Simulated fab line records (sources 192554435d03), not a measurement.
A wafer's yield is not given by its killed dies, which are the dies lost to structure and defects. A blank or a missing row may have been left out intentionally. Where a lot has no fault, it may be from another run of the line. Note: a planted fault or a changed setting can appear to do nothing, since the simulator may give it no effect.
fab line records    flow n5_finfet
[record] lots = 6  wafers = 18  last_day = 18
route steps=1938 shown BEOL_M0_SAQP@656 BEOL_M4@1111 PASSIVATION@1936
lots that met no fault: taken from a fault-free run of the same line
start_h: hours from the record's opening day to when the first of the lot's shown wafers began    wait_h: hours from the lot's prior step to this one    " same as the row above    L1.1+2: one row covering several wafers at once    - no value, or no start was given    * or withheld: withheld    < > ~ a bound
route shown NAME@n: NAME is a module with steps in the file, n the number in the route of the first one    usual: average and standard deviation across the fault-free wafers    same: alike in all rows    chamber/n: place in a boat    sites: the reading at each site    _std_site: standard deviation across them    _edge_site: the outer-site mean with the inner-site mean subtracted    radius_mm: for every site, how far away it sits from the centre of the wafer    mask NAME#n: copy n    behind: tool/chamber where the wafer was last shaped    hold: the reason the lot was held/the length of the hold in hours/how it ended    device: names the non-switching transistor (n, p or np)    end of line: tests run on the same wafers once the route is complete    a step without rows: its recipe alone    killed: the dies lost at the first sort to structure and to defects; this is not the yield of the wafer    map: per-die view of a wafer (x killed, . not killed, _ where there is no die)
set.NAME: the setting the step ran with; set.NAME@STEP: the setting that earlier step ran with    model.NAME: the simulator's own value behind a step, which no gauge read
lots at selected steps of the route; one table per step, one row per wafer
services: the hour from which a tool's chamber was out of use, counted from the record's first day as start_h (under 0 if before that day), plus the number of hours and why
[[steps]]
[step N5_BEOL_M0_SAQP_HM_OPEN_112]
[recipe] chemistry = CHF3/O2  target = SiO2  stop_on = a-Si  target_depth_a = 120  over_etch_frac = 1.25  mask_material = SOC  time_s = 13.5  pressure_mtorr = 30  source_w = 650  bias_w = 170  Ar_flow_sccm = 200  CHF3_flow_sccm = 50  O2_flow_sccm = 5  ion_energy_ev = 200  ends = end_point
[step N5_BEOL_M0_SAQP_STRIP_113]
[recipe] chemistry = CHF3/O2  resist = SiARC  rf_frequency_hz = 6e+07
[step N5_BEOL_M0_SAQP_MANDREL_ETCH_20]
[recipe] target_depth_a = 600  chemistry = HBr/Cl2  target = a-Si  stop_on = SiNx  bt_time_s = 10  mask_material = SOC  over_etch_frac = 0.5  time_s = 30  pressure_mtorr = 10  icp_w = 800  bias_w = 75  HBr_flow_sccm = 150  Cl2_flow_sccm = 80  ends = end_point
[step N5_BEOL_M0_SAQP_STRIP_86]
[recipe] chemistry = N2/H2  power_w = 500  temp_c = 40  pressure_mtorr = 50  rf_frequency_hz = 6e+07  overash_fraction = 0.3  bias_power_w = 28  h2_frac = 0.5  n2_flow_sccm = 300  h2_flow_sccm = 300
[usual] drypump_motor_current_A = 5.6/0.4  oes_product_au = 0.80/0.091  rf_vpp_V = 121.9/1.6  showerhead_plenum_p_Torr = 3.34/0.11  throttle_valve_pct = 18.9/0.4
lot.wafer  tool         chamber  start_h  wait_h  drypump_motor_current_A  oes_product_au  rf_hours_counter_h  rf_vpp_V  showerhead_plenum_p_Torr  throttle_valve_pct
L419.4     rie_diel-03  3        127.70   0.2     5.9                      0.97            2                   122.7     3.40                      18.2
L419.5     "            0        "        "       5.8                      0.72            -                   123.5     3.50                      19.2
L419.6     "            3        "        "       5.9                      0.98            -                   125.8     3.40                      18.3
L424.1     rie_diel-05  3        155.87   0.1     5.4                      0.85            71                  121.0     3.38                      18.9
L424.2     "            0        "        "       6.1                      0.94            19                  122.6     3.31                      18.5
L424.5     "            1        "        "       5.5                      0.75            -                   120.9     3.20                      18.4
L430.2     rie_diel-03  2        195.27   0.1     6.0                      0.71            221                 121.7     3.19                      18.9
L430.3     "            0        "        "       5.8                      0.70            178                 119.3     3.49                      19.2
L430.4     "            3        "        "       5.9                      0.89            27                  120.6     3.38                      18.3
L432.2     rie_diel-04  3        205.33   0.1     5.4                      0.85            42                  123.7     3.57                      18.6
L432.3     "            2        "        "       5.0                      0.72            183                 121.3     3.22                      19.2
L432.6     "            1        "        "       5.0                      0.67            -                   122.8     3.29                      18.6
L438.1     rie_diel-05  2        239.86   0.1     5.8                      0.72            155                 119.8     3.35                      19.5
L438.2     "            1        "        "       5.5                      0.73            182                 121.4     3.19                      18.5
L438.6     "            3        "        "       5.4                      0.81            -                   121.3     3.36                      18.9
L439.1     rie_diel-03  0        251.93   0.1     5.8                      0.70            197                 121.8     3.48                      19.3
L439.3     "            1        "        "       4.9                      0.90            27                  120.5     3.45                      19.4
L439.6     "            2        "        "       5.9                      0.69            -                   119.3     3.18                      18.9
[step N5_BEOL_M0_SAQP_STRIP_115]
[recipe] chemistry = post_etch_residue_remover  time_s = 60  temp_c = 25  remover_ph = withheld  remover_water_wt_pct = withheld  remover_fluoride_wt_pct = withheld
[step N5_BEOL_M0_SAQP_SRD_93]
[recipe] dry = ipa_marangoni  time_s = 30  temp_c = 23  rinse_liquid = diw
[step N5_BEOL_M0_SAQP_RECESS_114]
[recipe] chemistry = HF/NH3  target = SiO2  target_depth_a = 144  afs_cycles = 3  temp_c = 30  sublimation_temp_c = 180  sublimation_time_s = 60
[usual] drypump_motor_current_A = 5.62/0.21  foreline_p_Torr = 0.1279/0.00044  sublimation_temp_c = 180.02/0.15
lot.wafer  tool           chamber  start_h  wait_h  drypump_motor_current_A  foreline_p_Torr  sublimation_temp_c
L419.4     vapor_etch-02  1        127.96   0.1     5.37                     0.1286           179.99
L419.5     "              0        "        "       5.40                     0.1284           179.84
L419.6     "              1        "        "       5.37                     0.1282           180.11
L424.1     vapor_etch-01  1        156.00   0.0     5.91                     0.1284           179.96
L424.2     "              0        "        "       5.63                     0.1281           179.94
L424.5     "              0        "        "       5.62                     0.1283           179.99
L430.2     vapor_etch-02  0        195.40   0.0     5.40                     0.1281           180.03
L430.3     "              1        "        "       5.37                     0.1273           179.98
L430.4     "              0        "        "       5.40                     0.1281           180.18
L432.2     vapor_etch-01  0        205.47   0.0     5.61                     0.1282           180.09
L432.3     "              0        "        "       5.63                     0.1278           180.20
L432.6     "              1        "        "       5.91                     0.1279           180.04
L438.1     vapor_etch-01  1        239.99   0.0     5.89                     0.1274           179.78
L438.2     "              0        "        "       5.62                     0.1279           180.11
L438.6     "              1        "        "       5.91                     0.1278           180.16
L439.1     vapor_etch-01  1        252.18   0.1     5.90                     0.1282           180.06
L439.3     "              1        "        "       5.91                     0.1284           179.88
L439.6     "              1        "        "       5.89                     0.1276           180.20
[step N5_BEOL_M0_SAQP_SPACER1_ALD_98]
[recipe] material = SiO2  target_thk_a = 128  temp_c = 300  ald_precursor_family = BDEAS  ald_co_reactant = O2-plasma  pulse_time_s = 1  purge_time_s = 2  co_reactant_purge_time_s = 2  ald_cycles = 138  pressure_torr = 2
[usual] heater_power_w = 499/46  precursor_pulse_height_rel = 0.998/0.02
lot.wafer  tool        chamber  start_h  wait_h  heater_power_w  precursor_pulse_height_rel
L419.4     ald_sin-02  3        128.22   0.1     440             0.997
L419.5     "           3        "        "       444             0.959
L419.6     "           2        "        "       428             0.979
L424.1     ald_sin-03  1        156.85   0.7     530             1.046
L424.2     "           2        "        "       500             0.954
L424.5     "           2        "        "       501             0.978
L430.2     ald_sin-04  1        195.78   0.3     440             1.003
L430.3     "           3        "        "       478             1.019
L430.4     "           0        "        "       533             0.987
L432.2     ald_sin-03  2        205.87   0.3     509             1.014
L432.3     "           1        "        "       544             0.989
L432.6     "           2        "        "       500             1.043
L438.1     ald_sin-02  3        240.37   0.3     446             0.974
L438.2     "           1        "        "       543             1.017
L438.6     "           2        "        "       406             0.970
L439.1     ald_sin-03  0        253.18   0.9     510             1.010
L439.3     "           1        "        "       526             0.985
L439.6     "           1        "        "       533             1.002
[step N5_BEOL_M0_SAQP_SPACER1_ETCHBACK_99]
[recipe] chemistry = CHF3/O2  mode = anisotropic_etchback  target = SiO2  target_depth_a = 154  time_s = 7.7  pressure_mtorr = 30  source_w = 650  bias_w = 170  Ar_flow_sccm = 200  CHF3_flow_sccm = 50  O2_flow_sccm = 5  ion_energy_ev = 200
[usual] drypump_motor_current_A = 5.5/0.46  oes_o_777_au = 0.79/0.09  oes_product_au = 0.79/0.09  rf_vpp_V = 524/11  showerhead_plenum_p_Torr = 2.40/0.084  throttle_valve_pct = 18.87/0.24
lot.wafer  tool         chamber  start_h  wait_h  drypump_motor_current_A  oes_o_777_au  oes_product_au  rf_hours_counter_h  rf_vpp_V  showerhead_plenum_p_Torr  throttle_valve_pct
L419.4     rie_diel-03  0        128.72   0.3     5.8                      0.77          0.74            154                 514       2.50                      19.23
L419.5     "            3        "        "       5.9                      0.97          0.99            -                   539       2.48                      18.78
L419.6     "            2        "        "       6.0                      0.70          0.72            -                   536       2.31                      18.93
L424.1     rie_diel-04  0        157.49   0.4     6.3                      0.88          0.86            39                  512       2.34                      18.98
L424.2     "            3        "        "       5.4                      0.89          0.87            28                  532       2.57                      18.40
L424.5     "            0        "        "       6.3                      0.87          0.86            -                   512       2.34                      18.99
L430.2     rie_diel-03  2        196.26   0.3     6.0                      0.68          0.71            221                 536       2.30                      18.98
L430.3     "            1        "        "       4.9                      0.96          0.96            8                   519       2.46                      18.74
L430.4     "            0        "        "       5.8                      0.75          0.71            179                 513       2.49                      19.28
L432.2     rie_diel-05  3        206.34   0.3     5.4                      0.83          0.81            86                  505       2.43                      18.99
L432.3     "            1        "        "       5.5                      0.74          0.74            174                 537       2.28                      18.57
L432.6     "            2        "        "       5.8                      0.75          0.73            -                   528       2.42                      19.09
L438.1     rie_diel-03  3        240.85   0.3     5.9                      0.86          0.88            42                  540       2.46                      18.82
L438.2     "            1        "        "       4.9                      0.93          0.93            23                  520       2.46                      18.76
L438.6     "            1        "        "       4.9                      0.92          0.93            -                   520       2.46                      18.77
L439.1     rie_diel-05  0        253.93   0.5     6.1                      0.88          0.89            48                  524       2.36                      18.51
L439.3     "            2        "        "       5.8                      0.74          0.73            161                 525       2.41                      19.11
L439.6     "            0        "        "       6.0                      0.88          0.89            -                   524       2.36                      18.50
[step N5_BEOL_M0_SAQP_MANDREL1_REMOVE_100]
[recipe] chemistry = HBr/Cl2/O2  bt_time_s = 10  target = a-Si  stop_on = SiNx  endpoint = OES-SiCl  over_etch_frac = 0.85  icp_w = 600  bias_w = 30  HBr_flow_sccm = 150  Cl2_flow_sccm = 80  O2_flow_sccm = 5  pressure_mtorr = 10
[usual] drypump_motor_current_A = 5.7/0.46  he_backside_leak_sccm = 2.8/0.34  oes_o_777_au = 1.02/0.047  oes_product_au = 1.007/0.017  throttle_valve_pct = 36.7/0.45
lot.wafer  tool       chamber  start_h  wait_h  drypump_motor_current_A  he_backside_leak_sccm  oes_o_777_au  oes_product_au  rf_hours_counter_h  throttle_valve_pct
L419.4     rie_si-01  0        128.81   0.1     5.6                      2.9                    0.97          1.029           5                   36.9
L419.5     "          0        "        "       5.6                      3.0                    0.97          1.012           -                   36.9
L419.6     "          3        "        "       5.9                      2.4                    0.94          1.011           -                   36.2
L424.1     rie_si-01  2        157.58   0.1     5.5                      3.0                    0.98          0.988           4                   37.4
L424.2     "          3        "        "       5.9                      2.5                    0.94          0.998           22                  36.2
L424.5     "          0        "        "       5.6                      2.8                    0.98          1.019           -                   36.9
L430.2     rie_si-06  2        196.34   0.1     6.2                      2.3                    1.00          0.993           7                   37.2
L430.3     "          1        "        "       5.1                      2.6                    1.05          1.030           66                  36.5
L430.4     "          3        "        "       6.7                      2.9                    1.06          0.984           -                   36.7
L432.2     rie_si-01  3        206.43   0.1     5.9                      2.4                    0.95          1.006           23                  36.2
L432.3     "          1        "        "       5.0                      2.9                    1.08          0.989           9                   36.2
L432.6     "          2        "        "       5.5                      2.9                    0.98          0.988           -                   37.4
L438.1     rie_si-03  2        240.93   0.1     5.6                      2.8                    1.03          0.994           136                 36.2
L438.2     "          0        "        "       5.6                      3.4                    1.07          1.018           154                 36.8
L438.6     "          2        "        "       5.6                      2.8                    1.02          1.005           -                   36.2
L439.1     rie_si-03  1        254.02   0.1     5.1                      3.0                    1.04          1.004           139                 36.1
L439.3     "          0        "        "       5.6                      3.4                    1.08          1.018           154                 36.8
L439.6     "          0        "        "       5.6                      3.1                    1.08          1.021           -                   36.8
[step N5_BEOL_M0_SAQP_CD_MEAS_25]
[recipe] target_cd_nm = 13.1  landing_energy_ev = 1000  detector = se_inlens
[usual] cd_nm = 12.79/0.24
lot.wafer  tool       chamber  start_h  wait_h  cd_nm
L419.4     cd_sem-01  0        128.93   0.1     12.42
L419.5     "          0        "        "       12.99
L419.6     "          0        "        "       12.64
L424.1     cd_sem-02  0        157.69   0.1     12.99
L424.2     "          0        "        "       13.04
L424.5     "          0        "        "       12.73
L430.2     cd_sem-03  0        196.45   0.1     13.00
L430.3     "          0        "        "       12.30
L430.4     "          0        "        "       12.64
L432.2     cd_sem-01  0        206.54   0.1     12.56
L432.3     "          0        "        "       12.61
L432.6     "          0        "        "       13.19
L438.1     cd_sem-02  0        241.04   0.1     12.81
L438.2     "          0        "        "       13.23
L438.6     "          0        "        "       13.10
L439.1     cd_sem-01  0        254.13   0.1     12.68
L439.3     "          0        "        "       12.71
L439.6     "          0        "        "       12.58
[step N5_BEOL_M0_SAQP_ETCH_101]
[recipe] chemistry = CH3F/O2  target = SiNx  mask_material = SiO2  target_depth_a = 299  time_s = 42.7  pressure_mtorr = 30  source_w = 395  bias_w = 73  Ar_flow_sccm = 150  CH3F_flow_sccm = 30  O2_flow_sccm = 20  ion_energy_ev = 120
[step N5_BEOL_M0_SAQP_ETCH_102]
[recipe] chemistry = CF4  target = SiO2  target_depth_a = 40  ion_energy_ev = 350  time_s = 4.4  pressure_mtorr = 10  icp_w = 800  bias_w = 400  cf4_flow_sccm = 80
[usual] drypump_motor_current_A = 5.7/0.48  he_backside_leak_sccm = 2.80/0.26  oes_product_au = 1.012/0.021  throttle_valve_pct = 21.75/0.3
lot.wafer  tool       chamber  start_h  wait_h  drypump_motor_current_A  he_backside_leak_sccm  oes_product_au  rf_hours_counter_h  throttle_valve_pct  model.etch.depth_nm
L419.4     rie_si-06  3        129.07   0.1     6.7                      2.72                   0.996           28                  21.71               4.104
L419.5     "          0        "        "       5.9                      2.73                   1.009           -                   22.27               4.087
L419.6     "          1        "        "       5.1                      2.59                   1.036           -                   21.61               4.119
L424.1     rie_si-03  3        157.97   0.1     5.7                      2.81                   0.984           97                  21.83               4.003
L424.2     "          0        "        "       5.6                      3.10                   1.048           152                 21.79               4.213
L424.5     "          1        "        "       5.1                      3.09                   1.020           -                   21.45               4.09
L430.2     rie_si-03  2        196.60   0.1     5.7                      2.85                   1.228           135                 21.44               5.326
L430.3     "          0        "        "       5.6                      3.07                   1.031           153                 21.80               4.077
L430.4     "          1        "        "       5.2                      2.95                   1.029           139                 21.45               4.131
L432.2     rie_si-03  3        206.68   0.1     5.7                      2.70                   1.206           98                  21.90               5.389
L432.3     "          0        "        "       5.6                      3.06                   1.047           153                 21.79               4.108
L432.6     "          0        "        "       5.6                      3.06                   1.267           -                   21.85               5.488
L438.1     rie_si-06  2        241.19   0.1     6.2                      2.42                   0.980           7                   22.24               4.03
L438.2     "          3        "        "       6.7                      2.71                   1.007           31                  21.69               4.124
L438.6     "          1        "        "       5.1                      2.58                   1.050           -                   21.62               4.151
L439.1     rie_si-06  1        254.27   0.1     5.2                      2.55                   1.056           67                  21.62               4.165
L439.3     "          2        "        "       6.3                      2.30                   0.979           8                   22.22               4.013
L439.6     "          3        "        "       6.7                      2.79                   1.005           -                   21.71               4.121
[step N5_BEOL_M0_SAQP_MANDREL_ETCH_103]
[recipe] chemistry = HBr/Cl2  target = a-Si  target_depth_a = 450  bt_time_s = 10  stop_on = SiCN  mask_material = SiO2  over_etch_frac = 0.8  time_s = 27  pressure_mtorr = 10  icp_w = 800  bias_w = 75  HBr_flow_sccm = 150  Cl2_flow_sccm = 80  ends = end_point
[step N5_BEOL_M4_RC_MEAS_101]
[usual] DIBL_N = 36.9/1.7  DIBL_P = 37.3/2.3  IOFF_N = 0.16/0.033  IOFF_P = 0.22/0.04  ION_N = 673/12  ION_P = 463/8  SS_N = 71.6/0.58  SS_P = 73.4/0.74  VT_N = 250/3.2  VT_P = -250/3.4
lot.wafer  tool       chamber  start_h  wait_h  DIBL_N[mV/V]  DIBL_P[mV/V]  IOFF_N[nA/um]  IOFF_P[nA/um]  ION_N[uA/um]  ION_P[uA/um]  SS_N[mV/dec]  SS_P[mV/dec]  VT_N[mV]  VT_P[mV]
L419.4     prober-02  0        186.59   0.5     35.9          37.2          0.16           0.22           677           467           72.1          72.7          249       -249
L419.5     "          0        "        "       37.6          39.0          0.19           0.25           672           466           72.5          73.2          247       -248
L419.6     "          0        "        "       34.1          35.3          0.13           0.18           663           454           71.8          72.8          252       -251
L424.1     prober-02  0        216.99   0.0     35.8          36.0          0.14           0.18           670           462           71.4          72.7          255       -253
L424.2     "          0        "        "       40.1          41.3          0.21           0.28           676           468           72.9          74.5          250       -248
L424.5     "          0        "        "       37.4          37.6          0.15           0.21           663           460           71.5          72.8          254       -251
L430.2     prober-02  0        255.07   0.2     36.3          35.5          0.14           0.21           684           471           71.3          73.1          250       -251
L430.3     "          0        "        "       37.2          36.3          0.17           0.23           685           469           71.6          73.2          247       -248
L430.4     "          0        "        "       39.6          40.3          0.22           0.31           704           488           72.5          74.1          245       -246
L432.2     prober-02  0        267.31   0.2     34.5          35.0          0.13           0.19           674           469           71.5          73.1          253       -251
L432.3     "          0        "        "       36.7          37.1          0.17           0.23           669           458           72.0          73.7          248       -250
L432.6     "          0        "        "       34.3          34.2          0.13           0.19           662           455           71.2          73.2          251       -252
L438.1     prober-02  0        307.44   0.0     37.5          38.2          0.14           0.21           665           464           71.6          74.4          253       -250
L438.2     "          0        "        "       38.8          40.8          0.19           0.26           682           473           71.6          74.9          248       -251
L438.6     "          0        "        "       36.7          37.2          0.14           0.20           672           461           71.2          73.6          255       -253
L439.1     prober-02  0        310.92   0.0     36.1          35.6          0.12           0.18           661           457           71.6          72.2          255       -253
L439.3     "          0        "        "       37.0          37.3          0.14           0.21           683           468           70.8          72.8          251       -250
L439.6     "          0        "        "       35.4          35.4          0.12           0.18           666           467           71.0          72.0          256       -251
[step N5_PASSIVATION_PROBE_49]
[usual] defect_limited_yield = 91.2/1.3  killed_at_M0_to_M3 = 34/10  killed_at_M4_up = 13/4.6  killed_at_contacts = 13/5.5  killed_at_front_end = 41/12  killed_at_other = 2.8/2.4  killed_dies = 104/16  killed_open = 67/12  killed_short = 33/7.2  sort_bin_5_function = 5.1/0.86  sort_bin_6_memory = 3.3/0.62  sort_n_pass = 1076/16  sort_yield_pct = 91.2/1.3
[same] gross_dies = 1180  killed_at_back_side = 0  sort_bin_4_leakage[%] = 0  sort_bin_8_speed[%] = 0
lot.wafer  tool       chamber  start_h  wait_h  defect_limited_yield[%]  killed_at_M0_to_M3  killed_at_M4_up  killed_at_contacts  killed_at_front_end  killed_at_other  killed_dies  killed_open  killed_short  sort_bin_5_function[%]  sort_bin_6_memory[%]  sort_n_pass  sort_yield_pct[%]
L432.3     prober-02  -        376.38   0.1     91.7                     50                  10               10                  28                   0                98           53           43            4.9                     3.1                   1082         91.7
// killed by level:class
L432.3 BEOL_M0_SAQP:geometric_particle:short=15 BEOL_M0_SAQP:geometric_particle:open=14 MOL_CONTACT_COAG:geometric_particle:open=7 BEOL_M3:geometric_particle:short=7 FIN_SAQP:geometric_particle:open=6 FIN_SAQP:geometric_particle:short=5 STI_FIN_REVEAL:geometric_particle:open=5 BEOL_M5:geometric_particle:open=4
[[services]]
tool           chamber  start_h  hours  kind
rie_diel-03    3        104.46   -      clean
rie_diel-03    3        104.46   -      consumable_replace:focus_ring
rie_diel-03    3        104.46   15.2   scheduled_down
rie_si-06      -        109.57   2.8    pm
rie_si-01      1        116.47   6.3    repair
ald_sin-02     2        118.66   2.2    repair
ald_sin-03     2        121.08   6.2    repair
rie_si-03      -        135.97   2.8    pm
ald_sin-03     1        147.61   3.5    repair
ald_sin-03     -        151.62   0.4    repair
rie_diel-03    2        161.67   4.7    repair
rie_si-06      0        162.84   8.7    repair
ald_sin-02     -        177.93   14.0   pm
vapor_etch-02  -        181.16   0.7    repair
rie_si-06      0        189.62   8.9    repair
rie_diel-04    -        199.56   1.0    repair
rie_si-03      1        203.01   6.3    repair
rie_si-06      -        207.42   1.1    repair
rie_si-01      1        212.92   2.8    repair
rie_si-03      2        221.45   8.0    repair
rie_si-01      -        234.09   0.3    repair
rie_si-03      1        239.48   3.2    repair
rie_diel-05    -        243.98   0.4    repair
rie_diel-05    1        248.26   8.4    repair
[[key]]
[first_sign] step = N5_BEOL_M0_SAQP_ETCH_102  reading = oes_product_au  direction = up  sigmas = 10  usual = 1.012  struck = 1.234
effect none on later readings
[model_effect] step = N5_BEOL_M0_SAQP_ETCH_102  value = etch.depth_nm  without = 4.036  struck = 5.401
met_at N5_BEOL_M0_SAQP_ETCH_102
struck_wafers L430.2,L432.2,L432.6
onset_between 157.97 196.60
[fault] kind = process_parameter_drift  tool = rie_si-03  chamber = -  onset_h = 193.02  steps = N5_BEOL_M0_SAQP_ETCH_102  channel = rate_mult  offset = 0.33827  shape = step  end_h = 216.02  scope = struck_wafers_only
